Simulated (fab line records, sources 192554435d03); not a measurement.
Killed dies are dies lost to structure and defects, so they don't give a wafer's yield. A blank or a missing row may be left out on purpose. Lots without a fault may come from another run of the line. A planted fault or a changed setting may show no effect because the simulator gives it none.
fab line records | flow n5_finfet
record lots=11 wafers=33 last_day=16
route steps=1938 shown BEOL_M7@1302 PASSIVATION@1906
lots that met no fault: from a run of the same line without faults
start_h: hours from the record's first day to the start of the lot's first wafer shown | wait_h: hours since the lot's step before | " the same as in the row above | L1.1+2: a row that stands for several wafers | - no value, or no start given | * or withheld: withheld | < > ~ a bound
route shown NAME@n: a module of which the file shows steps, and the number in the route of the first | usual: mean/standard deviation of fault-free wafers | same: alike in all rows | chamber/n: place in a boat | sites: the reading at each site | _std_site: their standard deviation | _edge_site: outer sites' mean less inner sites' | radius_mm: how far each site lies from the wafer's centre | mask NAME#n: copy n | behind: the tool/chamber that last shaped the wafer | hold: why the lot was held/for how many hours/how that ended | device: the transistor (n, p or np) that didn't switch | end of line: the same wafers' tests at the end of the route | a step without rows: its recipe alone | killed: dies lost to structure and defects at the first sort, not the wafer's yield | map: a wafer's dies, x killed, . not, _ none there
set.NAME: the setting as run; set.NAME@STEP: as run at that earlier step | model.NAME: the simulator's own value behind a step, which no gauge read
steps of the route over a sample of lots; a table a step, a row a wafer
services: from which hour (start_h, from the record's first day; less than 0 if before it) a tool's chamber was out of use, for how many hours, and why
## steps
# step N5_BEOL_M7_ETCH_66
# recipe chemistry=N2/H2 target=SOC target_depth_a=800 overetch_a=160 mask_material=SiARC temp_c=40 time_s=120 ion_energy_ev=200 pressure_mtorr=30 source_w=840 bias_w=150 n2_flow_sccm=200 h2_flow_sccm=200
# usual drypump_motor_current_A=5.9/0.42 n2_flow_sccm=200.0/0.57 oes_product_au=0.62/0.059 rf_vpp_V=524.4/2.6 showerhead_plenum_p_Torr=2.56/0.092 throttle_valve_pct=17.80/0.26
# columns lot.wafer tool chamber start_h wait_h drypump_motor_current_A n2_flow_sccm oes_product_au rf_hours_counter_h rf_vpp_V showerhead_plenum_p_Torr throttle_valve_pct
L159.3 rie_diel-02 1 183.33 0.0 6.2 199.6 0.57 152 525.8 2.66 17.47
L159.4 " 0 " " 6.0 199.8 0.64 73 527.2 2.68 17.45
L159.5 " 2 " " 6.2 200.6 0.57 - 518.4 2.42 18.18
L161.2 rie_diel-06 3 205.73 0.0 5.8 200.1 0.63 89 528.6 2.68 17.65
L161.4 " 0 " " 5.9 199.8 0.52 243 522.4 2.50 17.99
L161.6 " 2 " " 5.2 200.0 0.68 - 524.1 2.58 17.73
L163.3 rie_diel-03 3 210.31 0.0 5.3 199.2 0.72 4 523.3 2.50 17.73
L163.4 " 0 " " 6.7 200.2 0.67 33 523.0 2.49 17.75
L163.5 " 2 " " 5.3 199.4 0.58 - 520.8 2.45 18.07
L164.1 rie_diel-03 0 218.91 0.0 6.6 200.7 0.66 35 524.0 2.49 17.73
L164.2 " 2 " " 5.3 200.1 0.58 159 522.5 2.45 18.10
L164.6 " 2 " " 5.3 200.4 0.58 - 522.1 2.45 18.09
L165.1 rie_diel-06 1 228.33 0.0 6.2 200.0 0.68 32 523.5 2.58 17.43
L165.2 " 2 " " 5.2 200.3 0.66 52 525.5 2.57 17.73
L165.5 " 0 " " 6.0 200.0 0.52 - 522.8 2.50 18.03
L167.1 rie_diel-03 0 228.50 0.0 6.7 200.0 0.66 37 522.8 2.49 17.74
L167.3 " 2 " " 5.3 200.3 0.57 162 522.0 2.45 18.10
L167.6 " 0 " " 6.7 200.2 0.66 - 522.9 2.49 17.74
L166.2 rie_diel-03 1 236.69 0.0 5.9 200.4 0.56 185 525.8 2.64 18.21
L166.3 " 2 " " 5.3 198.9 0.57 165 520.2 2.45 18.09
L166.4 " 3 " " 5.3 199.1 0.70 11 522.9 2.50 17.73
L171.4 rie_diel-06 1 274.16 0.0 6.1 199.4 0.67 43 527.0 2.58 17.48
L171.5 " 3 " " 5.8 199.6 0.62 - 528.3 2.67 17.69
L171.6 " 0 " " 5.9 200.2 0.73 - 524.4 2.49 17.61
L179.1 rie_diel-03 0 304.64 0.0 6.7 199.9 0.63 61 522.6 2.48 17.78
L179.5 " 2 " " 5.3 199.8 0.55 - 520.5 2.44 18.15
L179.6 " 3 " " 5.4 199.4 0.67 - 521.2 2.49 17.78
L178.2 rie_diel-03 3 306.24 0.0 5.3 199.5 0.66 31 520.9 2.49 17.76
L178.4 " 1 " " 6.0 199.7 0.55 205 526.3 2.64 18.25
L178.6 " 0 " " 6.6 200.7 0.64 - 521.8 2.48 17.77
L180.2 rie_diel-03 2 311.64 0.0 5.3 200.4 0.56 185 521.3 2.44 18.13
L180.4 " 0 " " 6.6 199.5 0.63 63 522.8 2.48 17.79
L180.6 " 2 " " 5.3 200.4 0.56 - 520.1 2.44 18.12
# step N5_PASSIVATION_OVL_MEAS_63
# recipe points_per_wafer=44
# usual PAD_OVL=1/5
# columns lot.wafer tool chamber start_h wait_h PAD_OVL[nm]
L159.3 overlay-01 0 248.54 0.0 2
L159.4 " 0 " " 2
L159.5 " 0 " " 1
L163.3 overlay-02 0 272.23 0.0 8
L163.4 " 0 " " 5
L163.5 " 0 " " 2
L161.2 overlay-02 0 273.63 0.0 7
L161.4 " 0 " " 2
L161.6 " 0 " " 1
L164.1 overlay-02 0 285.89 0.0 8
L164.2 " 0 " " 10
L164.6 " 0 " " 11
L167.1 overlay-02 0 302.08 0.0 0
L167.3 " 0 " " 5
L167.6 " 0 " " -1
L165.1 overlay-01 0 302.71 0.0 6
L165.2 " 0 " " 2
L165.5 " 0 " " 9
L166.2 overlay-02 0 303.01 0.0 -3
L166.3 " 0 " " -8
L166.4 " 0 " " -4
L171.4 overlay-02 0 346.74 0.0 9
L171.5 " 0 " " 4
L171.6 " 0 " " 5
L179.1 overlay-02 0 369.90 0.0 1
L179.5 " 0 " " 5
L179.6 " 0 " " -1
L178.2 overlay-01 0 378.15 0.0 5
L178.4 " 0 " " -2
L178.6 " 0 " " 6
L180.2 overlay-01 0 383.73 0.0 -1
L180.4 " 0 " " -5
L180.6 " 0 " " -1
# step N5_PASSIVATION_STRIP_34
# recipe chemistry=O2 power_w=600 temp_c=60 pressure_mtorr=30 rf_frequency_hz=6e+07 bias_power_w=0 overash_fraction=2 o2_flow_sccm=225
# usual drypump_motor_current_A=6.0/0.49 oes_product_au=0.80/0.082 rf_vpp_V=3.7/1.5 showerhead_plenum_p_Torr=2.12/0.063 throttle_valve_pct=16.6/0.31
# same bias_power_w=0
# columns lot.wafer tool chamber start_h wait_h drypump_motor_current_A oes_product_au rf_hours_counter_h rf_vpp_V showerhead_plenum_p_Torr throttle_valve_pct
L159.3 rie_diel-01 1 249.33 0.2 6.6 0.82 83 4.0 2.13 17.0
L159.4 " 3 " " 5.1 0.70 239 2.6 1.99 16.8
L159.5 " 1 " " 6.6 0.85 - 6.1 2.13 17.0
L163.3 rie_diel-04 3 272.95 0.1 5.6 0.69 233 2.4 2.16 16.6
L163.4 " 3 " " 5.6 0.69 - 1.4 2.16 16.5
L163.5 " 0 " " 6.6 0.94 - 3.5 2.24 16.1
L161.2 rie_diel-05 2 274.68 0.5 6.6 0.74 187 2.3 2.08 16.8
L161.4 " 3 " " 5.5 0.76 164 3.2 2.19 16.8
L161.6 " 2 " " 6.6 0.75 - 4.2 2.08 16.8
L164.1 rie_diel-04 2 286.58 0.1 5.7 0.87 36 5.4 2.14 16.2
L164.2 " 1 " " 5.7 0.74 173 3.0 2.08 17.0
L164.6 " 0 " " 6.6 0.98 - 3.3 2.24 16.2
L167.1 rie_diel-05 1 302.81 0.1 6.3 0.87 42 3.1 2.14 16.4
L167.3 " 3 " " 5.5 0.75 173 4.2 2.19 16.9
L167.6 " 3 " " 5.5 0.74 - 3.1 2.19 16.8
L165.1 rie_diel-01 2 303.52 0.1 6.6 0.66 238 3.7 2.07 16.8
L165.2 " 0 " " 5.4 0.83 96 0.7 2.11 17.0
L165.5 " 1 " " 6.6 0.82 - 5.5 2.13 17.0
L166.2 rie_diel-05 1 303.68 0.1 6.2 0.87 42 4.3 2.14 16.4
L166.3 " 2 " " 6.6 0.72 197 4.2 2.08 16.7
L166.4 " 0 " " 5.6 0.79 129 3.1 2.01 16.5
L171.4 rie_diel-05 1 347.89 0.1 6.3 0.84 59 4.6 2.14 16.4
L171.5 " 3 " " 5.6 0.72 - 3.0 2.18 16.9
L171.6 " 0 " " 5.6 0.75 - 5.8 2.01 16.6
L179.1 rie_diel-05 3 370.58 0.1 5.5 0.74 196 3.1 2.18 16.9
L179.5 " 1 " " 6.3 0.86 - 2.3 2.13 16.5
L179.6 " 2 " " 6.6 0.69 - 4.9 2.07 16.8
L178.2 rie_diel-05 3 378.87 0.1 5.5 0.71 199 4.1 2.18 17.0
L178.4 " 1 " " 6.3 0.85 71 6.6 2.13 16.5
L178.6 " 0 " " 5.6 0.78 - 1.2 2.01 16.6
L180.2 rie_diel-04 0 384.52 0.2 6.6 0.87 51 2.6 2.22 16.2
L180.4 " 1 " " 5.7 0.70 210 3.8 2.07 17.0
L180.6 " 0 " " 6.6 0.85 - 5.9 2.22 16.2
# step N5_PASSIVATION_PECVD_35
# recipe material=SiNx target_thk_a=7000 temp_c=400 precursor=SiH4/NH3/N2 pressure_torr=4.9 rf_w=1406 time_s=151.3
# usual heater_power_w=418/100 showerhead_plenum_p_Torr=8.68/0.087 throttle_valve_pct=28.9/1.1
# columns lot.wafer tool chamber start_h wait_h heater_power_w showerhead_plenum_p_Torr throttle_valve_pct
L159.3 pecvd-03 0 249.94 0.1 362 8.71 28.3
L159.4 " 1 " " 366 8.67 29.3
L159.5 " 2 " " 342 8.66 28.2
L163.3 pecvd-04 1 273.56 0.1 546 8.74 29.4
L163.4 " 0 " " 423 8.79 30.4
L163.5 " 1 " " 594 8.73 29.5
L161.2 pecvd-03 0 275.29 0.1 385 8.69 28.3
L161.4 " 2 " " 317 8.63 28.4
L161.6 " 1 " " 324 8.66 29.2
L164.1 pecvd-04 2 287.19 0.1 541 8.60 28.3
L164.2 " 1 " " 575 8.72 29.5
L164.6 " 1 " " 605 8.73 29.6
L167.1 pecvd-04 0 303.43 0.1 411 8.79 30.7
L167.3 " 1 " " 590 8.72 29.3
L167.6 " 1 " " 624 8.72 29.6
L165.1 pecvd-04 1 304.13 0.1 620 8.73 29.4
L165.2 " 0 " " 429 8.78 30.6
L165.5 " 2 " " 375 8.61 28.6
L166.2 pecvd-01 2 304.29 0.1 351 8.48 26.8
L166.3 " 0 " " 402 8.79 29.1
L166.4 " 1 " " 234 8.66 27.9
L171.4 pecvd-01 2 348.60 0.1 318 8.52 27.0
L171.5 " 1 " " 324 8.66 28.0
L171.6 " 0 " " 326 8.75 29.3
L179.1 pecvd-04 1 371.65 0.1 540 8.73 29.3
L179.5 " 0 " " 485 8.81 31.2
L179.6 " 1 " " 614 8.74 29.3
L178.2 pecvd-04 1 379.54 0.1 498 8.73 29.5
L178.4 " 0 " " 444 8.81 31.0
L178.6 " 0 " " 483 8.77 31.0
L180.2 pecvd-04 0 385.13 0.1 481 8.78 30.9
L180.4 " 0 " " 517 8.78 31.0
L180.6 " 1 " " 604 8.75 29.6
# step N5_PASSIVATION_PROBE_49
# usual defect_limited_yield=91.3/1.5 killed_at_M0_to_M3=35/10 killed_at_M4_up=13/5.3 killed_at_contacts=12/5.7 killed_at_front_end=39/11 killed_at_other=3.3/2.7 killed_dies=102/18 killed_on_rim=13/4 killed_open=67/13 killed_short=34/7.8 sort_bin_5_function=5.1/1 sort_bin_6_memory=3.3/0.68 sort_n_pass=1078/18 sort_yield_pct=91.3/1.5
# same gross_dies=1180 killed_at_back_side=0 sort_bin_4_leakage[%]=0 sort_bin_8_speed[%]=0
# columns lot.wafer tool chamber start_h wait_h defect_limited_yield[%] killed_at_M0_to_M3 killed_at_M4_up killed_at_contacts killed_at_front_end killed_at_other killed_dies killed_on_rim killed_open killed_short sort_bin_5_function[%] sort_bin_6_memory[%] sort_n_pass sort_yield_pct[%]
L171.4 prober-02 - 352.42 0.2 92.8 37 10 9 23 6 85 14 54 31 4.2 2.6 1095 92.8
L171.5 prober-02 - 352.47 0.2 81.4 23 161 12 19 5 220 9 52 18 11.2 4.1 960 81.4
L171.6 prober-02 - 352.52 0.3 94.1 18 9 6 35 2 70 3 44 26 3.2 2.6 1110 94.1
# killed by level:class
L171.4 BEOL_M0_SAQP:geometric_particle:short=10 BEOL_M2:geometric_particle:open=10 BEOL_M0_SAQP:geometric_particle:open=6 MOL_CONTACT_COAG:geometric_particle:open=5 FIN_SAQP:geometric_particle:open=4 STI_FIN_REVEAL:geometric_particle:open=4 GATE_CUT:geometric_particle:short=4 MOL_CONTACT_COAG:geometric_particle:short=4
L171.5 BEOL_M7:unspecified=149 MOL_CONTACT_COAG:geometric_particle:open=10 BEOL_M2:geometric_particle:open=8 BEOL_M0_SAQP:geometric_particle:open=7 STI_FIN_REVEAL:geometric_particle:open=5 BEOL_M4:geometric_particle:open=5 BEOL_M5:geometric_particle:open=5 BEOL_M0_SAQP:geometric_particle:short=4
L171.6 FIN_SAQP:geometric_particle:open=9 FIN_SAQP:geometric_particle:short=6 STARTING-WAFER:geometric_particle:short=5 BEOL_M1:geometric_particle:open=5 MOL_CONTACT_COAG:geometric_particle:open=4 BEOL_M4:geometric_particle:open=4 GATE_CUT:geometric_particle:short=3 GATE_CUT:geometric_particle:open=3
## services
# columns tool chamber start_h hours kind
rie_diel-04 1 160.26 9.4 repair
rie_diel-03 3 164.52 1.7 repair
rie_diel-06 - 179.18 14.6 pm
rie_diel-01 - 182.64 29.3 repair
pecvd-03 2 190.05 6.5 repair
pecvd-01 - 195.64 14.6 pm
rie_diel-04 2 210.03 5.3 repair
rie_diel-04 1 217.31 5.0 repair
rie_diel-01 3 221.31 4.5 repair
pecvd-03 0 231.60 8.4 repair
rie_diel-01 2 240.16 6.1 repair
rie_diel-06 2 241.17 1.2 repair
rie_diel-06 3 259.63 4.8 repair
rie_diel-04 1 265.61 2.8 repair
pecvd-01 0 267.79 6.9 repair
rie_diel-04 1 270.86 4.3 repair
rie_diel-04 3 283.85 4.2 repair
rie_diel-01 1 284.52 2.1 repair
rie_diel-04 2 298.45 3.9 repair
rie_diel-06 - 298.79 0.8 repair
rie_diel-01 3 303.05 3.8 repair
rie_diel-03 - 323.93 14.6 pm
rie_diel-06 2 325.16 13.6 repair
pecvd-03 - 329.01 2.8 pm
## key
first_sign step=N5_PASSIVATION_PROBE_49 reading=killed_at_M4_up direction=up sigmas=28 usual=13 struck=161
effect step=N5_PASSIVATION_PROBE_49 reading=killed_dies direction=up sigmas=6.6 usual=102 struck=220
more_kills_born_at N5_BEOL_M7_ETCH_66@rie_diel-06=149
met_at N5_BEOL_M7_ETCH_66
struck_lots L171
struck_wafers L171.5
not_acting_at N5_PASSIVATION_OVL_MEAS_63,N5_PASSIVATION_STRIP_34,N5_PASSIVATION_PECVD_35
onset_between 205.73 274.16
fault kind=chamber_particle_source tool=rie_diel-06 chamber=3 onset_h=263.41 steps=N5_BEOL_M7_ETCH_66 rate_per_visit_cm2=1.4519 end_h=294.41
